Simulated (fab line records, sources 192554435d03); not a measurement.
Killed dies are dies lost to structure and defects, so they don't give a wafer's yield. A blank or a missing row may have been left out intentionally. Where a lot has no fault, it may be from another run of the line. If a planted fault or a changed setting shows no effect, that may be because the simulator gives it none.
A lot that was struck, set against a sound lot -- flow n5 finfet -- 16 steps out of a route of 1938
Sound: these wafers, L564.4, L564.5, L564.6. Wafers L547.1, L547.2, L547.5 were the ones struck. The cause comes at the end.
At each step with rows: each side's tool, then ch and its chambers, then its first start. Under that, the readings that differ: sound wafers -- struck wafers -- difference of the means -- sigmas: that difference in standard deviations of wafers without a fault.
alike: words and numbers the same on both sides, and readings whose means are apart by under 2 such deviations; not compared: readings that were withheld, readings missing a value for some wafer, numbers with overlapping values and no deviation given by the record, and bounds like >300 which may hide the same value.
Wherever a step has rows on one side only, a row that says differs or no value, or a row with sigmas, the two part there. Numbers that have no deviation but don't overlap get no sigmas and don't part them. A reading missing from all wafers of one side parts the sides only when that side holds two or more wafers.

first, 9 steps without rows for these wafers: N5_BEOL_M3_SOFTBAKE_23 (time 60 s); N5_BEOL_M3_EXPOSE_25 (exposes mask V2, defocus 5 nm); N5_BEOL_M3_PEB_26 (peb time 60 s); N5_BEOL_M3_DEVELOP_27 (develop time 30 s); N5_BEOL_M3_DESCUM_33 (chemistry O2, time 7 s); N5_BEOL_M3_ETCH_77 (etches underlayer in N2/H2, target depth 6.5 nm, time 5.2 s); N5_BEOL_M3_ETCH_69 (etches SiARC in CF4, target depth 15.6 nm, time 26 s); N5_BEOL_M3_ALD_98 (deposits SiO2, target thk 2.5 nm, pulse time 1 s, co reactant pulse time 1 s); N5_BEOL_M3_ETCHBACK_99 (etches SiO2 in CHF3, target depth 5 nm, time 10.4 s).
N5_BEOL_M3_ETCH_70: etches SOC in N2/H2, target depth 80 nm, overetch 16 nm, time 120 s.
  sound on rie diel-04 ch 0,2,3, day 13 14:19; struck on rie diel-04 ch 0,1, day 8 14:17
  no value came back on the struck wafers for any of 8 readings (bias w (W), chamber pressure mTorr (mTorr) and others); on the sound wafers bias w (W) reads 149.9 149.4 150.2
reading,sound,struck,difference,sigmas
model.SiARC_of_BEOL_M3_COAT_68.thk nm (nm),6.4 6.2 6.4,12 12 12,+6,
model.underlayer_of_BEOL_M3_COAT_76.thk nm (nm),0 0 0,5 5 5,+5,
  not compared: rf hours counter h
then, 2 steps without rows for these wafers: N5_BEOL_M3_STRIP_71 (strips in N2/H2); N5_BEOL_M3_STRIP_78 (strips in N2/H2).
N5_BEOL_M3_VIA_ETCH_34: etches the open film in C4F6/O2, target depth 69.4 nm, time 65.9 s.
  sound on rie diel-04 ch 0,2,3, day 13 14:25; struck on rie diel-04 ch 0,1, day 8 14:23
reading,sound,struck,difference,sigmas
oes product au (a.u.),0.88 0.97 0.69,0.26 0.30 0.29,-0.56,-7
  alike: C4F6_flow_sccm, O2_flow_sccm, drypump motor current A, rf vpp V, showerhead plenum p Torr, throttle valve pct
  not compared: rf hours counter h
then, 1 step without rows for these wafers: N5_BEOL_M3_STRIP_83 (strips in C4F6/O2).
N5_BEOL_M4_RC_MEAS_101:
  the record has rows for the sound wafers here (prober-01 ch 0, day 14 15:46) and none for the struck ones
-- here the record skips 6 days between the struck wafers' starts before and after, leaving off in module BEOL_M4 and picking up in module PASSIVATION (first step shown: number 1936 of the route) --
N5_PASSIVATION_PROBE_49:
  rows exist in the record for the struck wafers here (prober-02, day 14 07:38), but not for the sound ones

== WHERE THEY PART ==
Last at N5_PASSIVATION_PROBE_49 as far as this record goes, first at N5_BEOL_M3_ETCH_70.

WHY: whatever the simulator had introduced
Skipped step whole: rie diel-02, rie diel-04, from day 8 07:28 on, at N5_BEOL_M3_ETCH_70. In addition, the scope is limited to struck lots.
